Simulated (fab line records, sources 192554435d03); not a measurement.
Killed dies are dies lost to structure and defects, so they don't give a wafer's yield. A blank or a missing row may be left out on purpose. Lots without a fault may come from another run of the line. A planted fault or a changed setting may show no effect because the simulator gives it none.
Chamber matching | flow n5_finfet | N5_MOL_CONTACT_COAG_ETCH_59 on rie_diel-04: 4 sister chambers
The step etches underlayer in N2/H2, target depth 13 nm, time 10.4 s. 4 wafers are shown with their chamber, then 8 later ones without.

WAFERS WITH THEIR CHAMBER
wafer  | chamber | drypump_motor_current_A (A)
L077.3 | 0       | 5.39
L086.2 | 3       | 6.06
L086.3 | 2       | 5.48
L088.2 | 1       | 6.03

WAFERS WITHOUT THEIR CHAMBER
wafer  | drypump_motor_current_A (A)
L088.5 | 6.02
L088.6 | 5.46
L096.3 | 6.04
L096.5 | 6.03
L096.6 | 5.47
L097.1 | 6.01
L097.5 | 6.04
L097.6 | 5.45

WHICH CHAMBER EACH WENT THROUGH
wafer  | from the rows above     | in truth
L088.5 | can't be placed: 1 or 3 | 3
L088.6 | 2                       | 2
L096.3 | can't be placed: 1 or 3 | 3
L096.5 | can't be placed: 1 or 3 | 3
L096.6 | 2                       | 2
L097.1 | can't be placed: 1 or 3 | 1
L097.5 | can't be placed: 1 or 3 | 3
L097.6 | can't be placed: 2 or 0 | 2
Placed correctly: 2 of 8. Can't be placed from these rows: 6 (the true chamber is among the candidates in 6). Placed wrongly: 0.
How it was worked out, from the rows above alone: a wafer's distance from a chamber is the root of the sum, over the readings, of the square of ((its reading less the chamber's mean) divided by the reading's scatter). The wafer belongs to the nearest chamber; if the next one is less than 2 further off, it can't be placed. A chamber's mean is the mean of its shown wafers. The scatter: with one shown wafer a chamber, the root of the mean of the squares of how far each hidden wafer lies from its nearest shown one.
